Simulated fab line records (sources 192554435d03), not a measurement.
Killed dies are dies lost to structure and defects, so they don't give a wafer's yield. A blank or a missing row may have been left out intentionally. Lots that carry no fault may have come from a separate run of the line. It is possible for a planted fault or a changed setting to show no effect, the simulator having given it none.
Lot-split experiment    flow n5-finfet    route with 1938 steps; 7 lots, 21 wafers read

## THE SPLIT
At N5_FIN_SAQP_EXPOSE_13 (exposes mask FIN CORE, target cd 35.6 nm), the setting dose-mj was moved away from the recipe's 63.25 on 9 of the 21 wafers read, by -7.1% to +6.8%. For the rest of the wafers, this setting stayed at what the recipe calls for.

## FROM THE SPLIT TO THE READING: what the file shows between them, 2 steps
- N5_FIN_SAQP_PEB_14: peb time 60 s
- N5_FIN_SAQP_DEVELOP_15: develop time 30 s

## THE READING
cd-nm at N5_FIN_SAQP_CD_MEAS_16, given in nm (cd target 35.6 nm). A value of 35.61 nm with a standard deviation of 0.28 nm is what fault-free wafers of this fab line usually give.

wafer   tool, chamber at the split  dose-mj as run  against the recipe  cd-nm, nm  against lot-mates on the recipe
L074.1  arfi-scanner-01, 0          63.25           recipe              35.77      -
L074.2  arfi-scanner-01, 0          63.25           recipe              35.48      -
L074.5  arfi-scanner-01, 0          58.76           -7.1%               37.60      +1.98
L079.1  arfi-scanner-03, 0          63.25           recipe              35.50      -
L079.2  arfi-scanner-03, 0          67.53           +6.8%               33.51      -2.00
L079.5  arfi-scanner-03, 0          63.25           recipe              35.52      -
L081.2  arfi-scanner-02, 0          63.25           recipe              35.50      -
L081.4  arfi-scanner-02, 0          66.48           +5.1%               34.66      -0.84
L081.5  arfi-scanner-02, 0          66.48           +5.1%               33.96      -1.54
L083.4  arfi-scanner-01, 0          59.97           -5.2%               36.84      no lot-mate on the recipe
L083.5  arfi-scanner-01, 0          59.97           -5.2%               37.12      no lot-mate on the recipe
L083.6  arfi-scanner-01, 0          59.97           -5.2%               36.80      no lot-mate on the recipe
L092.1  arfi-scanner-03, 0          61.28           -3.1%               36.74      +1.02
L092.4  arfi-scanner-03, 0          61.28           -3.1%               36.95      +1.23
L092.6  arfi-scanner-03, 0          63.25           recipe              35.72      -
L094.2  arfi-scanner-03, 0          63.25           recipe              36.19      -
L094.3  arfi-scanner-03, 0          63.25           recipe              36.02      -
L094.4  arfi-scanner-03, 0          63.25           recipe              35.67      -
L095.1  arfi-scanner-03, 0          63.25           recipe              35.55      -
L095.2  arfi-scanner-03, 0          63.25           recipe              35.64      -
L095.6  arfi-scanner-03, 0          63.25           recipe              35.73      -

THE FIT
A straight line over all 21 wafers: cd-nm changes by -0.277 nm for each +1% of dose-mj; r = -0.97; the points scatter about the line by 0.26 nm.
The same after taking each lot's own level away (the mean of its wafers on the recipe; 18 wafers): -0.28 nm for each +1%; r = -0.97; scatter 0.21 nm.
Per that fit: largest dose-mj move, reading shift of 2 nm.
The lots' own levels span 35.500 to 35.960 nm, that is 1.6 times the standard deviation above.
Consequently the slope shifts little with the lot-to-lot level, the two slopes agreeing.
Check: with one of the wafers moved furthest among these (-7.1%) left out of the fit, the line predicts +2.07 nm for it against its lot-mates. It came out at +1.98 nm against them.

## THESE WAFERS: OTHER SPLITS
Before the reading, these wafers also passed through other splits. Each is held against what the fit with the lots' levels taken away leaves over:
other split on the same wafers           wafers away from the commonest value  r with cd-nm (lot level and that fit taken away)
N5_ZERO_LAYER_COAT_05 spin-rpm           5                                     +0.27
N5_ZERO_LAYER_DEVELOP_10 develop-time-s  9                                     -0.11
N5_WELL_APT_EXPOSE_22 dose-mj            4                                     +0.03
N5_WELL_APT_PEB_23 peb-temp-c            7                                     +0.24

## FILE'S OWN FIT
cd-nm changes by -0.281 nm for each +1% of dose-mj, r = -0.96.
